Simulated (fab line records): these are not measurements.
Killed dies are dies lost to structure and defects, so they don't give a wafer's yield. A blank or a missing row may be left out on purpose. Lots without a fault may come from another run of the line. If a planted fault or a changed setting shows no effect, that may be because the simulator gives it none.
fab line records	flow nandHarc	part 1 of 2: steps 1 to 4 of 6
[record] lots = 22	wafers = 66	lastDay = 24
route steps=1159 shown A_CHANNEL_FILL_D1@506 A_STAIRCASE@533
lots that met no fault: taken from a fault-free run of the same line
startH: the number of hours between the record's first day and the start of the first shown wafer of the lot	waitH: time in hours since the lot's previous step	" same as the row above	L1.1+2: a single row standing in for several wafers	- value missing, or start not given	* or withheld: withheld	< > ~ a bound
route shown NAME@n: names a module that has steps shown in the file, with the first one's number in the route	usual: mean/standard deviation of fault-free wafers	same: alike in all rows	chamber/n: place in a boat	sites: per-site readings	_std_site: standard deviation of those values	_edge_site: the outer-site mean with the inner-site mean subtracted	radiusMm: for every site, how far away it sits from the centre of the wafer	mask NAME#n: copy n	behind: the last tool/chamber to shape the wafer	hold: cause of the lot's hold/its duration in hours/its outcome	device: transistor that didn't switch, given as n, p or np	end of line: at the end of the route, the tests of the same wafers	where a step has no rows: the recipe by itself	killed: not the wafer's yield, but the dies lost to structure and defects at the first sort	map: shows each die of a wafer: x if killed, . if not, _ if none is there
set.NAME: the run value of the setting; set.NAME@STEP: its run value at that earlier step	model.NAME: the simulator's own value behind a step, which no gauge read
steps of the route over a sample of lots; a table a step, a row a wafer
services: the hour from which a tool's chamber was out of use, counted from the record's first day as startH (under 0 if before that day), plus the number of hours and why
[[steps]]
[step NHARC_A_CHANNEL_FILL_D1_THK_MEAS_06]
[recipe] thkMeasGauge = ellipsometry
[usual] thkNm = 4.9/1
lot.wafer	tool	chamber	startH	waitH	thkNm
L075.1	filmMetro-02	-	217.42	0.4	5.0
L075.3	"	-	"	"	6.1
L075.4	"	-	"	"	4.3
L074.1	filmMetro-01	-	223.92	0.4	3.9
L074.2	"	-	"	"	3.1
L074.3	"	-	"	"	4.3
L077.2	filmMetro-02	-	230.55	0.4	5.1
L077.5	"	-	"	"	3.7
L077.6	"	-	"	"	5.7
L076.3	filmMetro-01	-	230.55	0.4	3.3
L076.5	"	-	"	"	6.7
L076.6	"	-	"	"	4.4
L079.2	filmMetro-02	-	238.37	0.4	5.7
L079.3	"	-	"	"	5.8
L079.4	"	-	"	"	5.2
L081.1	filmMetro-02	-	259.10	0.4	5.4
L081.2	"	-	"	"	3.9
L081.4	"	-	"	"	5.4
L080.2	filmMetro-01	-	259.10	0.4	5.0
L080.3	"	-	"	"	5.8
L080.4	"	-	"	"	5.2
L082.2	filmMetro-02	-	265.53	0.4	5.3
L082.3	"	-	"	"	5.1
L082.4	"	-	"	"	3.8
L083.1	filmMetro-01	-	271.73	0.4	3.0
L083.2	"	-	"	"	6.4
L083.4	"	-	"	"	4.4
L084.2	filmMetro-01	-	281.82	0.4	4.5
L084.4	"	-	"	"	3.4
L084.5	"	-	"	"	4.3
L085.1	filmMetro-02	-	296.04	0.4	4.0
L085.3	"	-	"	"	5.5
L085.6	"	-	"	"	4.8
L086.3	filmMetro-01	-	296.04	0.4	5.2
L086.4	"	-	"	"	6.3
L086.6	"	-	"	"	5.5
L087.1	filmMetro-01	-	296.04	0.4	6.5
L087.2	"	-	"	"	5.0
L087.4	"	-	"	"	4.5
L090.3	filmMetro-02	-	305.44	0.4	4.7
L090.5	"	-	"	"	4.8
L090.6	"	-	"	"	5.5
L089.2	filmMetro-02	-	305.44	0.4	3.4
L089.3	"	-	"	"	5.7
L089.4	"	-	"	"	3.2
L092.1	filmMetro-02	-	324.92	0.4	7.4
L092.2	"	-	"	"	5.2
L092.6	"	-	"	"	5.1
L093.3	filmMetro-01	-	324.92	0.4	3.4
L093.4	"	-	"	"	6.0
L093.5	"	-	"	"	5.8
L091.3	filmMetro-02	-	330.21	0.4	5.0
L091.4	"	-	"	"	4.6
L091.5	"	-	"	"	3.9
L094.3	filmMetro-01	-	335.94	0.4	4.0
L094.4	"	-	"	"	4.5
L094.6	"	-	"	"	4.0
L096.1	filmMetro-01	-	341.85	0.4	6.5
L096.3	"	-	"	"	5.8
L096.4	"	-	"	"	3.8
L095.1	filmMetro-02	-	341.88	0.4	6.8
L095.4	"	-	"	"	3.7
L095.6	"	-	"	"	4.8
L097.1	filmMetro-01	-	346.59	0.4	3.6
L097.3	"	-	"	"	5.6
L097.4	"	-	"	"	4.6
[step NHARC_A_STAIRCASE_STRIP_171]
[recipe] powerW = 1500	tempC = 250	chemistry = O2
[usual] drypumpMotorCurrentA = 5.61/0.16	heaterPowerW = 319/32	rfReflPowerW = 30/6.8
lot.wafer	tool	chamber	startH	waitH	drypumpMotorCurrentA	heaterPowerW	rfHoursCounterH	rfReflPowerW
L075.1	plasmaAsher-02	1	231.24	-	5.44	317	15	40
L075.3	"	0	"	"	5.52	288	-	23
L075.4	"	1	"	"	5.44	309	-	40
L074.2	plasmaAsher-02	1	237.47	-	5.43	318	17	43
L074.1	"	0	"	"	5.53	281	17	24
L074.3	"	1	"	"	5.44	306	-	40
L076.3	plasmaAsher-02	1	244.00	-	5.44	304	-	-
L076.5	"	1	"	"	5.45	302	-	-
L076.6	"	0	"	"	5.53	281	-	-
L077.2	plasmaAsher-01	0	244.10	-	5.61	360	47	-
L077.5	"	0	"	"	5.60	358	-	-
L077.6	"	1	"	"	5.84	313	-	-
L079.2	plasmaAsher-02	0	254.60	-	5.49	287	24	24
L079.3	"	1	"	"	5.43	309	-	41
L079.4	"	0	"	"	5.54	281	-	24
L081.2	plasmaAsher-02	1	272.98	-	5.45	319	28	40
L081.1	"	0	"	"	5.54	282	28	24
L081.4	"	0	"	"	5.48	281	-	23
L080.2	plasmaAsher-01	0	273.34	-	5.59	365	55	-
L080.3	"	0	"	"	5.58	361	-	-
L080.4	"	1	"	"	5.86	327	-	-
L082.2	plasmaAsher-02	0	279.13	-	5.53	287	32	23
L082.4	"	0	"	"	5.45	279	-	23
L082.3	"	1	"	"	5.43	316	-	40
L083.2	plasmaAsher-01	1	285.34	-	5.86	304	0	-
L083.1	"	0	"	"	5.58	365	0	-
L083.4	"	1	"	"	5.84	303	-	-
L084.2	plasmaAsher-01	0	295.73	-	5.58	366	4	26
L084.4	"	0	"	"	5.58	364	-	25
L084.5	"	1	"	"	5.84	306	-	30
L085.1	plasmaAsher-01	0	310.34	-	5.60	371	9	25
L085.3	"	0	"	"	5.60	363	-	26
L085.6	"	1	"	"	5.83	313	-	30
L087.2	plasmaAsher-01	1	310.71	-	5.85	311	9	31
L087.1	"	0	"	"	5.57	366	9	25
L087.4	"	0	"	"	5.59	371	-	25
L086.3	plasmaAsher-02	0	310.76	-	5.53	289	-	-
L086.4	"	1	"	"	5.44	314	-	-
L086.6	"	0	"	"	5.49	277	-	-
L089.2	plasmaAsher-01	0	318.87	-	5.60	372	11	25
L089.4	"	1	"	"	5.85	316	-	32
L089.3	"	0	"	"	5.56	373	-	26
L090.3	plasmaAsher-01	0	319.20	-	5.58	379	-	26
L090.5	"	0	"	"	5.57	371	-	26
L090.6	"	1	"	"	5.85	312	-	31
L093.4	plasmaAsher-01	1	338.38	-	5.85	308	-	-
L093.3	"	0	"	"	5.60	373	-	-
L093.5	"	1	"	"	5.83	302	-	-
L092.2	plasmaAsher-01	1	342.05	-	5.86	309	20	31
L092.1	"	0	"	"	5.59	373	20	26
L092.6	"	1	"	"	5.86	306	-	31
L091.3	plasmaAsher-02	0	345.89	-	5.52	287	-	23
L091.4	"	1	"	"	5.43	314	-	42
L091.5	"	1	"	"	5.44	313	-	42
L094.4	plasmaAsher-01	1	349.68	-	5.86	308	-	-
L094.3	"	0	"	"	5.59	361	-	-
L094.6	"	0	"	"	5.60	361	-	-
L095.1	plasmaAsher-02	0	355.39	-	5.53	286	58	-
L095.4	"	0	"	"	5.52	275	-	-
L095.6	"	1	"	"	5.44	319	-	-
L096.1	plasmaAsher-01	0	355.50	-	5.60	374	24	25
L096.3	"	0	"	"	5.60	368	-	26
L096.4	"	1	"	"	5.85	307	-	31
L097.1	plasmaAsher-01	1	360.18	-	5.84	305	25	31
L097.3	"	0	"	"	5.58	373	-	25
L097.4	"	1	"	"	5.85	307	-	31
[step NHARC_A_STAIRCASE_TRIM_18]
[recipe] timeS = 211.2	o2FlowSccm = 500	arFlowSccm = 0	biasW = 0	chemistry = O2
[usual] drypumpMotorCurrentA = 5.7/0.52	mfcArSccm = 0.016/0.015	oesProductAu = 0.998/0.0071	rfVppV = 57.8/0.89	showerheadPlenumPTorr = 3.52/0.14	throttleValvePct = 17.036/0.0087
lot.wafer	tool	chamber	startH	waitH	drypumpMotorCurrentA	mfcArSccm	oesProductAu	rfHoursCounterH	rfVppV	showerheadPlenumPTorr	throttleValvePct
L075.1	rieDiel-11	2	-	-	5.8	0.026	0.991	10	58.3	3.52	17.042
L075.4	"	3	"	"	6.5	0.031	0.994	12	57.3	3.33	17.020
L075.3	"	0	"	"	6.0	0	0.988	12	58.3	3.62	17.046
L074.2	rieDiel-09	3	-	-	5.6	0	0.987	53	57.1	3.28	17.014
L074.1	"	0	"	"	5.0	0.013	1.007	58	57.8	3.53	17.038
L074.3	"	2	"	"	4.9	0	1.003	56	57.0	3.51	17.036
L076.3	rieDiel-09	3	-	-	5.6	0	1.001	56	56.2	3.28	17.039
L076.5	"	3	"	"	5.5	0	1.004	-	57.8	3.28	17.035
L076.6	"	0	"	"	5.1	0.013	0.998	-	58.0	3.53	17.032
L077.2	rieDiel-09	0	-	-	5.1	0.013	0.995	62	58.0	3.53	17.030
L077.5	"	0	"	"	5.1	0.013	1.000	-	58.9	3.53	17.036
L077.6	"	1	"	"	4.9	0	1.002	-	58.5	3.49	17.053
L079.2	rieDiel-11	0	-	-	6.0	0	0.989	24	56.9	3.61	17.032
L079.3	"	2	"	"	5.8	0.026	0.991	21	58.5	3.52	17.042
L079.4	"	2	"	"	5.9	0.026	0.994	-	59.0	3.52	17.035
L081.4	rieDiel-09	1	-	-	4.9	0	0.994	5	58.0	3.49	17.028
L081.1	"	2	"	"	4.9	0	0.997	5	57.3	3.50	17.041
L081.2	"	0	"	"	5.1	0.013	1.009	4	57.1	3.53	17.038
L080.4	rieDiel-08	0	-	-	6.2	0.006	1.001	53	56.7	3.66	17.030
L080.2	"	1	"	"	5.6	0.025	1.012	56	57.3	3.32	17.036
L080.3	"	3	"	"	5.4	0.016	0.999	54	56.6	3.41	17.036
L082.3	rieDiel-11	3	-	-	6.5	0.031	0.994	29	57.4	3.32	17.045
L082.4	"	0	"	"	6.0	0	0.992	31	57.5	3.61	17.044
L082.2	"	1	"	"	6.2	0.040	1.003	27	57.3	3.66	17.030
L083.4	rieDiel-11	0	-	-	6.0	0	0.999	33	57.4	3.61	17.033
L083.1	"	1	"	"	6.2	0.040	0.997	30	57.0	3.66	17.043
L083.2	"	2	"	"	5.8	0.026	0.986	32	57.5	3.51	17.037
L084.4	rieDiel-11	1	-	-	6.2	0.040	1.007	32	57.6	3.65	17.029
L084.2	"	3	"	"	6.5	0.031	1.002	34	56.5	3.31	17.032
L084.5	"	1	"	"	6.2	0.040	1.005	-	57.8	3.65	17.023
L085.3	rieDiel-11	0	-	-	6.0	0	1.001	40	57.6	3.60	17.026
L085.1	"	2	"	"	5.9	0.026	0.992	40	58.5	3.51	17.041
L085.6	"	1	"	"	6.2	0.040	1.007	-	57.0	3.65	17.031
L086.3	rieDiel-11	3	-	-	6.5	0.031	0.995	40	56.8	3.31	17.048
L086.4	"	0	"	"	6.1	0	1.003	40	59.1	3.60	17.049
L086.6	"	3	"	"	6.6	0.031	0.999	-	58.4	3.31	17.047
L087.4	rieDiel-11	2	-	-	5.9	0.026	0.995	40	57.2	3.51	17.043
L087.2	"	3	"	"	6.5	0.031	1.006	40	57.1	3.31	17.050
L087.1	"	0	"	"	6.0	0	0.999	41	59.2	3.60	17.039
L089.2	rieDiel-09	2	-	-	4.9	0	1.003	25	58.1	3.49	17.030
L089.3	"	3	"	"	5.5	0	0.998	24	56.8	3.79	17.032
L089.4	"	0	"	"	5.1	0.013	0.997	21	59.3	3.52	17.027
L090.3	rieDiel-11	1	-	-	6.2	0.040	1.010	43	59.3	3.65	17.039
L090.6	"	1	"	"	6.1	0.040	1.001	-	58.8	3.65	17.030
L090.5	"	2	"	"	5.9	0.026	0.999	-	56.7	3.50	17.034
L093.3	rieDiel-08	1	-	-	5.6	0.025	1.001	12	56.9	3.31	17.041
L093.4	"	3	"	"	5.5	0.016	1.002	12	58.1	3.40	17.039
L093.5	"	1	"	"	5.6	0.025	1.003	-	57.5	3.31	17.032
L092.1	rieDiel-09	1	-	-	4.9	0	1.004	32	57.7	3.47	17.022
L092.2	"	0	"	"	5.1	0.013	0.993	31	57.7	3.51	17.038
L092.6	"	1	"	"	4.8	0	1.007	-	57.9	3.47	17.025
L091.3	rieDiel-09	1	-	-	4.9	0	0.991	33	57.8	3.47	17.026
L091.4	"	3	"	"	5.5	0	0.983	-	58.2	3.79	17.035
L091.5	"	0	"	"	5.1	0.013	0.988	-	58.0	3.51	17.032
L094.3	rieDiel-08	0	-	-	6.2	0.006	0.999	16	57.8	3.64	17.025
L094.4	"	1	"	"	5.6	0.025	1.007	13	55.1	3.30	17.027
L094.6	"	1	"	"	5.6	0.025	1.001	-	57.2	3.30	17.060
L095.4	rieDiel-11	3	-	-	6.5	0.031	1.009	58	57.4	3.30	17.031
L095.1	"	0	"	"	6.0	0	1.010	59	58.7	3.59	17.026
L095.6	"	1	"	"	6.2	0.040	0.999	-	58.0	3.64	17.032
L096.3	rieDiel-11	2	-	-	5.8	0.026	1.003	59	58.3	3.50	17.048
L096.1	"	0	"	"	6.0	0	1.006	60	58.7	3.59	17.027
L096.4	"	1	"	"	6.2	0.040	1.005	57	59.1	3.64	17.035
L097.1	rieDiel-08	1	-	-	5.6	0.025	0.990	18	57.5	3.30	17.054
L097.3	"	2	"	"	5.3	0	0.982	23	59.9	3.76	17.027
L097.4	"	0	"	"	6.2	0.006	0.992	20	59.1	3.64	17.043
[step NHARC_A_STAIRCASE_TRIM_26]
[recipe] timeS = 211.2	o2FlowSccm = 500	arFlowSccm = 0	biasW = 0	chemistry = O2
[usual] drypumpMotorCurrentA = 5.6/0.54	mfcArSccm = 0.013/0.014	oesProductAu = 1.000/0.0073	rfVppV = 57.9/0.96	showerheadPlenumPTorr = 3.55/0.14	throttleValvePct = 17.035/0.0095
lot.wafer	tool	chamber	startH	waitH	drypumpMotorCurrentA	mfcArSccm	oesProductAu	rfHoursCounterH	rfVppV	showerheadPlenumPTorr	throttleValvePct
L075.1	rieDiel-08	0	-	-	6.2	0.006	1.000	37	57.9	3.67	17.034
L075.3	"	1	"	"	5.6	0.025	1.012	39	56.4	3.32	17.035
L075.4	"	2	"	"	5.3	0	0.995	38	59.3	3.79	17.043
L074.3	rieDiel-11	2	-	-	5.8	0.026	1.000	13	57.8	3.52	17.037
L074.1	"	3	"	"	6.5	0.031	1.010	14	57.6	3.32	17.052
L074.2	"	0	"	"	6.0	0	1.004	16	59.8	3.62	17.033
L076.3	rieDiel-09	1	-	-	4.9	0	0.997	64	58.2	3.49	17.018
L076.6	"	1	"	"	4.9	0	1.004	-	58.7	3.49	17.029
L076.5	"	2	"	"	4.9	0	0.996	-	57.3	3.50	17.050
L077.2	rieDiel-09	0	-	-	5.1	0.013	0.999	63	57.7	3.53	17.038
L077.5	"	0	"	"	5.1	0.013	1.004	-	57.2	3.53	17.028
L077.6	"	1	"	"	4.9	0	1.005	-	57.5	3.49	17.026
L079.4	rieDiel-08	2	-	-	5.3	0	0.998	50	58.4	3.78	17.036
L079.2	"	3	"	"	5.5	0.016	1.000	47	55.8	3.42	17.034
L079.3	"	0	"	"	6.2	0.006	1.006	47	60.0	3.66	17.029
L081.1	rieDiel-09	0	-	-	5.0	0.013	0.997	4	59.0	3.53	17.024
L081.4	"	2	"	"	4.9	0	0.988	6	56.8	3.50	17.040
L081.2	"	3	"	"	5.5	0	0.985	5	58.9	3.81	17.028
L080.2	rieDiel-08	2	-	-	5.3	0	1.003	57	58.5	3.77	17.020
L080.4	"	3	"	"	5.4	0.016	0.994	54	58.5	3.41	17.033
L080.3	"	0	"	"	6.2	0.006	1.007	53	57.8	3.66	17.033
L082.4	rieDiel-09	2	-	-	4.9	0	0.994	9	57.1	3.50	17.057
L082.3	"	0	"	"	5.0	0.013	0.991	7	57.0	3.53	17.024
L082.2	"	1	"	"	4.9	0	0.983	7	55.7	3.49	17.035
L083.1	rieDiel-09	0	-	-	5.1	0.013	0.992	11	58.1	3.53	17.028
L083.2	"	1	"	"	4.9	0	1.002	11	57.8	3.49	17.038
L083.4	"	2	"	"	4.9	0	0.995	12	57.4	3.50	17.020
L084.4	rieDiel-11	1	-	-	6.2	0.040	1.003	33	57.6	3.65	17.045
L084.2	"	2	"	"	5.8	0.026	0.990	35	57.9	3.51	17.037
L084.5	"	1	"	"	6.2	0.040	1.018	-	59.1	3.65	17.041
L085.1	rieDiel-09	1	-	-	4.9	0	1.009	20	58.9	3.48	17.038
L085.3	"	2	"	"	4.9	0	0.996	22	57.8	3.49	17.028
L085.6	"	2	"	"	4.9	0	1.021	-	58.7	3.49	17.036
L086.3	rieDiel-11	3	-	-	6.5	0.031	1.004	41	57.3	3.31	17.026
L086.4	"	0	"	"	6.0	0	1.011	41	56.4	3.60	17.032
L086.6	"	3	"	"	6.5	0.031	1.012	-	56.7	3.31	17.033
L087.2	rieDiel-09	2	-	-	4.9	0	1.008	22	57.0	3.49	17.037
L087.4	"	3	"	"	5.6	0	0.993	21	58.2	3.80	17.030
L087.1	"	0	"	"	5.0	0.013	1.001	18	57.5	3.52	17.038
L089.3	rieDiel-09	0	-	-	5.1	0.013	1.004	22	57.5	3.52	17.011
L089.2	"	1	"	"	4.9	0	0.999	23	56.4	3.48	17.044
L089.4	"	2	"	"	4.9	0	1.003	26	59.7	3.49	17.032
L090.3	rieDiel-11	3	-	-	6.5	0.031	1.003	45	57.2	3.31	17.027
L090.5	"	0	"	"	6.0	0	1.007	-	56.4	3.60	17.034
L090.6	"	1	"	"	6.2	0.040	1.000	-	57.2	3.65	17.038
L093.3	rieDiel-11	2	-	-	5.8	0.026	0.999	53	57.6	3.50	17.043
L093.4	"	3	"	"	6.5	0.031	1.014	52	58.3	3.30	17.037
L093.5	"	2	"	"	5.8	0.026	1.001	-	57.4	3.50	17.035
L092.1	rieDiel-08	2	-	-	5.4	0	0.992	15	56.3	3.76	17.035
L092.2	"	0	"	"	6.2	0.006	0.996	13	59.8	3.64	17.036
L092.6	"	2	"	"	5.3	0	0.997	-	60.0	3.76	17.043
L091.3	rieDiel-09	3	-	-	5.5	0	0.991	35	59.1	3.79	17.036
L091.4	"	3	"	"	5.6	0	0.991	-	60.3	3.79	17.035
L091.5	"	0	"	"	5.0	0.013	0.995	-	56.4	3.51	17.031
L094.4	rieDiel-08	2	-	-	5.4	0	0.990	18	59.5	3.76	17.032
L094.3	"	1	"	"	5.6	0.025	0.996	13	57.4	3.30	17.062
L094.6	"	3	"	"	5.4	0.016	1.003	-	57.6	3.40	17.022
L095.4	rieDiel-11	1	-	-	6.2	0.040	0.994	58	58.9	3.64	17.030
L095.1	"	2	"	"	5.8	0.026	0.988	60	58.7	3.49	17.048
L095.6	"	1	"	"	6.2	0.040	0.996	-	57.2	3.64	17.022
L096.4	rieDiel-11	0	-	-	6.0	0	1.004	61	57.6	3.59	17.041
L096.1	"	1	"	"	6.2	0.040	1.004	58	58.4	3.64	17.026
L096.3	"	2	"	"	5.9	0.026	1.008	60	58.6	3.50	17.030
L097.1	rieDiel-11	3	-	-	6.5	0.031	0.998	61	57.5	3.30	17.037
L097.3	"	0	"	"	6.0	0	0.993	63	57.2	3.59	17.037
L097.4	"	2	"	"	5.9	0.026	0.992	61	58.5	3.49	17.055
